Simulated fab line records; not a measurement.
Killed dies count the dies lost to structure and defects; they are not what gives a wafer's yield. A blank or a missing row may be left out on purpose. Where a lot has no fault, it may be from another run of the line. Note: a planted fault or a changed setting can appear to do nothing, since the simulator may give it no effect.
Matching of chambers / flow n5-finfet / N5_FIN_SAQP_ETCH_65 on rie-si-04: 4 sister chambers
The step etches SiO2 in CF4, target depth 4 nm, time 4.4 s. 20 wafers are shown with their chamber, then 10 later ones without.

WAFERS, EACH WITH ITS CHAMBER
wafer=L075.1; chamber=0; drypump-motor-current-A (A)=5.9; throttle-valve-pct (%)=21.92; he-backside-leak-sccm (sccm)=2.5
wafer=L075.3; chamber=2; drypump-motor-current-A (A)=5.4; throttle-valve-pct (%)=21.96; he-backside-leak-sccm (sccm)=3.3
wafer=L075.5; chamber=0; drypump-motor-current-A (A)=5.9; throttle-valve-pct (%)=21.90; he-backside-leak-sccm (sccm)=2.4
wafer=L078.1; chamber=0; drypump-motor-current-A (A)=5.9; throttle-valve-pct (%)=21.90; he-backside-leak-sccm (sccm)=2.5
wafer=L078.2; chamber=2; drypump-motor-current-A (A)=5.3; throttle-valve-pct (%)=21.99; he-backside-leak-sccm (sccm)=3.0
wafer=L078.6; chamber=3; drypump-motor-current-A (A)=5.9; throttle-valve-pct (%)=22.08; he-backside-leak-sccm (sccm)=3.2
wafer=L080.1; chamber=0; drypump-motor-current-A (A)=6.0; throttle-valve-pct (%)=21.93; he-backside-leak-sccm (sccm)=2.4
wafer=L080.2; chamber=2; drypump-motor-current-A (A)=5.3; throttle-valve-pct (%)=21.98; he-backside-leak-sccm (sccm)=2.9
wafer=L080.6; chamber=1; drypump-motor-current-A (A)=5.6; throttle-valve-pct (%)=22.16; he-backside-leak-sccm (sccm)=2.6
wafer=L081.2; chamber=0; drypump-motor-current-A (A)=6.0; throttle-valve-pct (%)=21.90; he-backside-leak-sccm (sccm)=2.5
wafer=L081.3; chamber=2; drypump-motor-current-A (A)=5.3; throttle-valve-pct (%)=21.99; he-backside-leak-sccm (sccm)=3.0
wafer=L081.5; chamber=2; drypump-motor-current-A (A)=5.3; throttle-valve-pct (%)=21.97; he-backside-leak-sccm (sccm)=2.9
wafer=L090.1; chamber=2; drypump-motor-current-A (A)=5.3; throttle-valve-pct (%)=21.97; he-backside-leak-sccm (sccm)=3.0
wafer=L090.4; chamber=0; drypump-motor-current-A (A)=6.0; throttle-valve-pct (%)=21.93; he-backside-leak-sccm (sccm)=2.3
wafer=L090.6; chamber=2; drypump-motor-current-A (A)=5.3; throttle-valve-pct (%)=21.97; he-backside-leak-sccm (sccm)=2.9
wafer=L091.1; chamber=0; drypump-motor-current-A (A)=6.0; throttle-valve-pct (%)=21.91; he-backside-leak-sccm (sccm)=2.5
wafer=L091.3; chamber=2; drypump-motor-current-A (A)=5.3; throttle-valve-pct (%)=21.99; he-backside-leak-sccm (sccm)=2.9
wafer=L091.4; chamber=3; drypump-motor-current-A (A)=5.9; throttle-valve-pct (%)=22.08; he-backside-leak-sccm (sccm)=3.1
wafer=L093.1; chamber=2; drypump-motor-current-A (A)=5.3; throttle-valve-pct (%)=21.98; he-backside-leak-sccm (sccm)=3.1
wafer=L093.4; chamber=3; drypump-motor-current-A (A)=5.9; throttle-valve-pct (%)=22.06; he-backside-leak-sccm (sccm)=3.2

SIGNATURES, as means of the wafers listed above
reading=drypump-motor-current-A; chamber 0=5.957; chamber 1=5.600; chamber 2=5.311; chamber 3=5.900; scatter within a chamber=0.0403
reading=throttle-valve-pct; chamber 0=21.9129; chamber 1=22.1600; chamber 2=21.9778; chamber 3=22.0733; scatter within a chamber=0.0122
reading=he-backside-leak-sccm; chamber 0=2.443; chamber 1=2.600; chamber 2=3.000; chamber 3=3.167; scatter within a chamber=0.107
Rule: a wafer lies at a distance from a chamber equal to the root of the sum of squares, over the readings, of (its reading less the chamber's mean, divided by the reading's scatter). If the next closest chamber is less than 2 further off than the closest, the wafer can't be placed; otherwise it belongs to the closest. The scatter: take each reading less its chamber's mean, square it, sum over the shown wafers, divide by the number of wafers less the number of chambers, and take the root.

WAFERS WITH NO CHAMBER GIVEN
wafer=L093.5; drypump-motor-current-A (A)=5.5; throttle-valve-pct (%)=22.15; he-backside-leak-sccm (sccm)=2.8
wafer=L094.2; drypump-motor-current-A (A)=5.9; throttle-valve-pct (%)=22.09; he-backside-leak-sccm (sccm)=3.2
wafer=L094.5; drypump-motor-current-A (A)=5.3; throttle-valve-pct (%)=21.97; he-backside-leak-sccm (sccm)=2.9
wafer=L094.6; drypump-motor-current-A (A)=5.6; throttle-valve-pct (%)=22.15; he-backside-leak-sccm (sccm)=2.8
wafer=L095.1; drypump-motor-current-A (A)=5.3; throttle-valve-pct (%)=21.98; he-backside-leak-sccm (sccm)=3.0
wafer=L095.3; drypump-motor-current-A (A)=6.0; throttle-valve-pct (%)=21.93; he-backside-leak-sccm (sccm)=2.5
wafer=L095.4; drypump-motor-current-A (A)=5.9; throttle-valve-pct (%)=22.07; he-backside-leak-sccm (sccm)=3.1
wafer=L096.4; drypump-motor-current-A (A)=5.9; throttle-valve-pct (%)=22.07; he-backside-leak-sccm (sccm)=3.2
wafer=L096.5; drypump-motor-current-A (A)=5.6; throttle-valve-pct (%)=22.16; he-backside-leak-sccm (sccm)=2.7
wafer=L096.6; drypump-motor-current-A (A)=6.0; throttle-valve-pct (%)=21.91; he-backside-leak-sccm (sccm)=2.6

WHICH CHAMBER EACH ONE RAN IN
wafer=L093.5; from the rows above=1; in truth=1
wafer=L094.2; from the rows above=3; in truth=3
wafer=L094.5; from the rows above=2; in truth=2
wafer=L094.6; from the rows above=1; in truth=1
wafer=L095.1; from the rows above=2; in truth=2
wafer=L095.3; from the rows above=0; in truth=0
wafer=L095.4; from the rows above=3; in truth=3
wafer=L096.4; from the rows above=3; in truth=3
wafer=L096.5; from the rows above=1; in truth=1
wafer=L096.6; from the rows above=0; in truth=0
Correctly placed: 10 of 10. Can't be placed from these rows: 0. Number placed wrongly: 0.
